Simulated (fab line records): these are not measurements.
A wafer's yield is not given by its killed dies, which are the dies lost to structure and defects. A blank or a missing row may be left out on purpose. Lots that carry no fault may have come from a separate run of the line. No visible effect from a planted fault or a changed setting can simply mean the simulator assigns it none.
Split-lot study    flow n5 finfet    on a route of 1938 steps: 7 lots, 21 wafers read

ON THE SPLIT
At N5_BEOL_M8_PECVD_70 (deposits SiO2 from TEOS/O2, target thk 20 nm, time 22.7 s), the setting temp c was moved away from the recipe's 400 C on 7 of the 21 wafers read, by -2.2% to +3.6%. The other wafers ran this setting at the recipe's value.

Reading taken at the split's own step.

THE READING
SiO2_of_BEOL_M8_PECVD_70.thk nm (the simulator's own value, which no gauge read), in nm, at N5_BEOL_M8_PECVD_70 (deposits SiO2 from TEOS/O2, target thk 20 nm, time 22.7 s). The file does not state a usual value for it. Here, 14 wafers ran the recipe; their average is 20.0 nm with a standard deviation of 0.29 nm.

wafer   tool, chamber at the split  temp c as run, C  against the recipe  SiO2_of_BEOL_M8_PECVD_70.thk nm, nm  against lot-mates on the recipe
L077.1  pecvd-01, 0,1,0             400               recipe              20                                   -
L077.2  pecvd-01, 0,1,0             400               recipe              20                                   -
L077.5  pecvd-01, 0,1,0             400               recipe              20                                   -
L079.4  pecvd-04, 1                 400               recipe              20.6                                 -
L079.5  pecvd-04, 0                 400               recipe              20                                   -
L079.6  pecvd-04, 2                 400               recipe              20.4                                 -
L082.1  pecvd-03, 1                 400               recipe              19.4                                 -
L082.4  pecvd-03, 1,2               400               recipe              19.8                                 -
L082.5  pecvd-03, 1,2               400               recipe              19.8                                 -
L086.1  pecvd-03, 1                 391.2             -2.2%               21.2                                 no lot-mate on the recipe
L086.3  pecvd-03, 0,1               391.2             -2.2%               21.4                                 no lot-mate on the recipe
L086.5  pecvd-03, 0,1               391.2             -2.2%               21.4                                 no lot-mate on the recipe
L087.2  pecvd-04, 1                 400               recipe              19.8                                 -
L087.3  pecvd-04, 0                 400               recipe              20                                   -
L087.5  pecvd-04, 1                 400               recipe              20.4                                 -
L093.1  pecvd-03, 2                 414.5             +3.6%               17.8                                 -2.0
L093.5  pecvd-03, 1                 414.5             +3.6%               18.4                                 -1.4
L093.6  pecvd-03, 2                 400               recipe              19.8                                 -
L097.1  pecvd-03, 2                 400               recipe              20                                   -
L097.4  pecvd-03, 0                 406.1             +1.5%               19.6                                 -0.4
L097.6  pecvd-03, 1                 406.1             +1.5%               19.4                                 -0.6
Where a row lists several chambers, the file gives one row for several wafers and doesn't say which wafer went through which chamber.

THE FIT
A straight line over all 21 wafers: SiO2_of_BEOL_M8_PECVD_70.thk nm changes by -0.535 nm for each +1% of temp c; r = -0.94; the points scatter about the line by 0.29 nm.
The same after taking each lot's own level away (the mean of its wafers on the recipe; 18 wafers): -0.453 nm for each +1%; r = -0.93; scatter 0.22 nm.
On that fit, the largest move of temp c shifts the reading by 1.6 nm.
The lots' own levels span 19.67 to 20.33 nm, that is 2.3 times the standard deviation above.
In other words, the slope is changed by the lot-to-lot level; the two fits disagree.
Check: for one of the wafers moved furthest among these (+3.6%), held out of the fit, the line's prediction against its lot-mates is -1.35 nm. It came out at -2 nm against them.

THE OTHER SPLITS THESE WAFERS WENT THROUGH
Other splits were also applied to these wafers ahead of the reading. Each is held against what the fit with the lots' levels taken away leaves over:
other split on the same wafers  wafers away from the commonest value  r with SiO2_of_BEOL_M8_PECVD_70.thk nm (lot level and that fit taken away)
N5_BEOL_M7_ILD_DEP_00 time s    5                                     -0.07
N5_BEOL_M7_COAT_05 spin rpm     5                                     -0.10
N5_BEOL_M8_ILD_DEP_00 time s    3                                     +0.21

THE FILE'S OWN FIT
SiO2_of_BEOL_M8_PECVD_70.thk nm changes by -0.448 nm for each +1% of temp c, r = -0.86.
